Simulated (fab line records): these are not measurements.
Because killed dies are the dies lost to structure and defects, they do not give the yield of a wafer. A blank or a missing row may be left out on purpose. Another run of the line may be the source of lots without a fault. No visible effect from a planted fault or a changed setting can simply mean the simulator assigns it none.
Struck lot and sound lot, side by side / flow nand_harc / 43 out of 1302 route steps
Sound: the wafers L565.1, L565.4, L565.5. The struck wafers were L577.4, L577.5, L577.6. The cause is named last.
Order at every step that has rows: each side's tool, ch and its chambers, its first start. Under that, the readings that differ: sound wafers / struck wafers / difference of the means / sigmas: that difference in standard deviations of wafers without a fault.
alike: readings with means less than 2 such deviations apart, plus words and numbers identical on both sides. not compared: withheld readings, readings lacking a value on some wafer, bounds such as >300 that could conceal the same value, and numbers that have no deviation in the record and whose values overlap.
The two part at a step that has a row with sigmas, a row that says differs or no value, or rows on one side only. Numbers that don't overlap but have no deviation are shown without sigmas and don't part them. A reading that every wafer of one side lacks parts them only if that side has two wafers or more.

NHARC_P_STI_OCD_MEAS_17:
  sound on ocd-02, day 3 17:49; struck on ocd-02, day 8 16:16
  alike: trench_depth_nm, trench_foot_cd_nm
then, 3 steps without rows for these wafers: NHARC_P_STI_STRIP_19 (strips in SPM, time 900 s); NHARC_P_STI_PRECLEAN_32 (cleans in SC1); NHARC_P_STI_SRD_23.
NHARC_P_STI_OCD_MEAS_43:
  sound on ocd-01, day 3 18:20; struck on ocd-01, day 8 16:47
  alike: trench_depth_nm, trench_foot_cd_nm
then, 3 steps without rows for these wafers: NHARC_P_STI_OXIDE_33 (material SiO2, target thk 10 nm, ox time 281 s); NHARC_P_STI_HDPCVD_20 (deposits SiO2); NHARC_P_STI_ANNEAL_34 (time 1800 s).
NHARC_P_STI_CMP_21: polishes, t overpolish 20 s, target thk 380.67 nm.
  sound on cmp-03 ch 1,2, day 4 14:06; struck on cmp-04 ch 2,3, day 9 14:27
  alike: motor_current_A, overpolish_run_s
then, 2 steps without rows for these wafers: NHARC_P_STI_SRD_35; NHARC_P_STI_ETCH_36 (etches SiO2 in dHF, target depth 38.8 nm).
NHARC_P_STI_STRIP_24: strips Si3N4 in H3PO4.
  sound on wet_bench-09 ch 1,4,6, day 4 14:25; struck on wet_bench-09 ch 0,1,2, day 9 14:49
  alike: bath_guard_temp_C
then, 4 steps without rows for these wafers: NHARC_P_STI_ETCH_37 (etches SiO2 in dHF, target depth 11 nm); NHARC_P_STI_PRECLEAN_38 (cleans in SC1); NHARC_P_STI_SRD_39; NHARC_P_STI_OXIDE_40 (material SiO2, target thk 10 nm, ox time 1362 s).
NHARC_P_STI_INSPECT_25:
  sound on defect_inspect-01, day 4 22:06; struck on defect_inspect-02, day 10 01:58
reading=raw_defect_count; sound=188 190 199; struck=542 746 504; difference=+405; sigmas=+7
then, 12 steps without rows for these wafers: NHARC_P_GATE_ETCH_69 (etches SiO2 in dHF, target depth 14 nm); NHARC_P_GATE_PRECLEAN_70 (cleans in SC1); NHARC_P_GATE_SRD_01; NHARC_P_GATE_OXIDE_02 (material SiO2, target thk 37.5 nm, ox time 365 s); NHARC_P_GATE_DEHYDRATE_03 (time 120 s); NHARC_P_GATE_HMDS_04 (time 30 s); NHARC_P_GATE_COAT_05; NHARC_P_GATE_SOFTBAKE_06 (time 95 s); NHARC_P_GATE_EBR_07; NHARC_P_GATE_EXPOSE_08 (exposes mask P HV); NHARC_P_GATE_PEB_09 (peb time 85 s); NHARC_P_GATE_DEVELOP_10 (time 70 s).
NHARC_P_GATE_CD_MEAS_11: target cd 1640 nm.
  sound on cd_sem-02 ch 0, day 5 06:50; struck on cd_sem-02 ch 0, day 10 13:54
reading=cd_nm (nm); sound=1639.6 1642.6 1641.2; struck=1638.7 1636.9 1635.4; difference=-4.1; sigmas=-2
then, 1 step without rows for these wafers: NHARC_P_GATE_HARDBAKE_12 (time 80 s).
NHARC_P_GATE_DESCUM_13: chemistry O2, time 3 s.
  sound on rie_diel-03 ch 1,2,3, day 5 07:01; struck on rie_diel-07 ch 0,1,2, day 10 14:05
  alike: drypump_motor_current_A, oes_product_au, rf_vpp_V, showerhead_plenum_p_Torr, throttle_valve_pct
  not compared: rf_hours_counter_h
then, 6 steps without rows for these wafers: NHARC_P_GATE_ETCH_14 (etches SiO2 in dHF, target depth 48.8 nm); NHARC_P_GATE_STRIP_15 (strips in SPM, time 780 s); NHARC_P_GATE_PRECLEAN_71 (cleans in SC1); NHARC_P_GATE_SRD_72; NHARC_P_GATE_OXIDE_16 (material SiO2, target thk 3 nm, ox time 392 s); NHARC_P_GATE_CVD_17 (deposits poly-Si, target thk 150 nm, time 900 s).
NHARC_P_GATE_HM_DEP_102: deposits aC, target thk 120 nm.
  sound on acl_dep-01 ch 0, day 6 04:32; struck on acl_dep-03 ch 0, day 11 05:10
  alike: susceptor_temp_C, throttle_valve_pct
NHARC_P_GATE_DEP_103: deposits SiON, target thk 30 nm.
  sound on pecvd-01 ch 0,1,2, day 6 05:14; struck on pecvd-01 ch 0,1,2, day 11 05:35
  alike: heater_power_w, susceptor_temp_C
then, 1 step without rows for these wafers: NHARC_P_GATE_DEHYDRATE_18 (time 120 s).
NHARC_P_GATE_INSPECT_28:
  sound on defect_inspect-01, day 6 06:00; struck on defect_inspect-01, day 11 06:19
reading=raw_defect_count; sound=5 2 3; struck=390 426 358; difference=+388; sigmas=+99 or more
NHARC_P_GATE_INSPECT_68:
  sound on defect_inspect-02, day 7 00:14; struck on defect_inspect-02, day 12 02:46
reading=raw_defect_count; sound=143 141 182; struck=526 740 467; difference=+422; sigmas=+7

WHERE THEY PART
At NHARC_P_STI_INSPECT_25 first; at NHARC_P_GATE_INSPECT_68 last (within this record only).

WHY: whatever the simulator had introduced
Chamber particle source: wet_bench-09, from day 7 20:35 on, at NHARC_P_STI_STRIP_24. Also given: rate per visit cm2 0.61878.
